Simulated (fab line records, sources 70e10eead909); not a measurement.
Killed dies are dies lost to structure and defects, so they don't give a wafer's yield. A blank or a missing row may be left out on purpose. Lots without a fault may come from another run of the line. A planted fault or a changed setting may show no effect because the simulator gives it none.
Chamber matching | flow nand_harc | NHARC_P_CONTACT_ALD_22 on ald_metal-04: 4 sister chambers
The step deposits TiN, target thk 3 nm, pulse time 1 s, ald cycles 150. 24 wafers are shown with their chamber, then 12 later ones without.

WAFERS WITH THEIR CHAMBER
wafer  | chamber | heater_power_w (W) | precursor_pulse_height_rel
L074.1 | 2       | 1148               | 0.947
L074.2 | 3       | 1169               | 0.978
L074.5 | 3       | 1183               | 0.993
L078.2 | 2       | 1176               | 1.021
L078.3 | 0       | 1048               | 0.969
L078.5 | 3       | 1176               | 1.024
L079.3 | 0       | 1045               | 0.987
L079.4 | 3       | 1200               | 1.004
L079.5 | 1       | 988                | 1.013
L080.1 | 1       | 990                | 0.973
L080.4 | 2       | 1165               | 0.977
L080.6 | 0       | 1034               | 1.020
L083.1 | 2       | 1191               | 0.999
L083.3 | 3       | 1192               | 0.948
L083.4 | 1       | 973                | 1.004
L085.1 | 2       | 1184               | 0.994
L085.3 | 0       | 1057               | 1.009
L085.6 | 1       | 973                | 1.015
L086.1 | 1       | 966                | 0.987
L086.2 | 2       | 1193               | 1.005
L086.3 | 0       | 1067               | 0.994
L086.4 | 3       | 1194               | 0.995
L086.5 | 0       | 1056               | 1.012
L086.6 | 3       | 1217               | 0.979

SIGNATURES (means of the wafers above)
reading                    | chamber 0 | chamber 1 | chamber 2 | chamber 3 | scatter within a chamber
heater_power_w             | 1051.17   | 978.00    | 1176.17   | 1190.14   | 14.3
precursor_pulse_height_rel | 0.99850   | 0.99840   | 0.99050   | 0.98871   | 0.0221
Rule: a wafer's distance from a chamber is the root of the sum, over the readings, of the square of ((its reading less the chamber's mean) divided by the reading's scatter). The wafer belongs to the nearest chamber; if the next one is less than 2 further off, it can't be placed. The scatter: the root of (the sum of the squares of (reading less its chamber's mean) over the shown wafers, divided by (wafers less chambers)).

WAFERS WITHOUT THEIR CHAMBER
wafer  | heater_power_w (W) | precursor_pulse_height_rel
L090.1 | 1202               | 0.979
L090.3 | 983                | 0.986
L090.4 | 1188               | 1.002
L093.2 | 986                | 1.009
L093.4 | 1169               | 0.962
L093.5 | 1152               | 1.006
L096.3 | 935                | 1.001
L096.4 | 1204               | 1.012
L096.6 | 1192               | 1.024
L097.3 | 1030               | 0.967
L097.5 | 1071               | 1.028
L097.6 | 1218               | 1.001

WHICH CHAMBER EACH WENT THROUGH
wafer  | from the rows above     | in truth
L090.1 | can't be placed: 3 or 2 | 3
L090.3 | 1                       | 1
L090.4 | can't be placed: 3 or 2 | 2
L093.2 | 1                       | 1
L093.4 | can't be placed: 2 or 3 | 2
L093.5 | can't be placed: 2 or 3 | 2
L096.3 | 1                       | 1
L096.4 | can't be placed: 3 or 2 | 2
L096.6 | can't be placed: 3 or 2 | 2
L097.3 | can't be placed: 0 or 1 | 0
L097.5 | 0                       | 0
L097.6 | can't be placed: 3 or 2 | 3
Placed correctly: 4 of 12. Can't be placed from these rows: 8 (the true chamber is among the candidates in 8). Placed wrongly: 0.
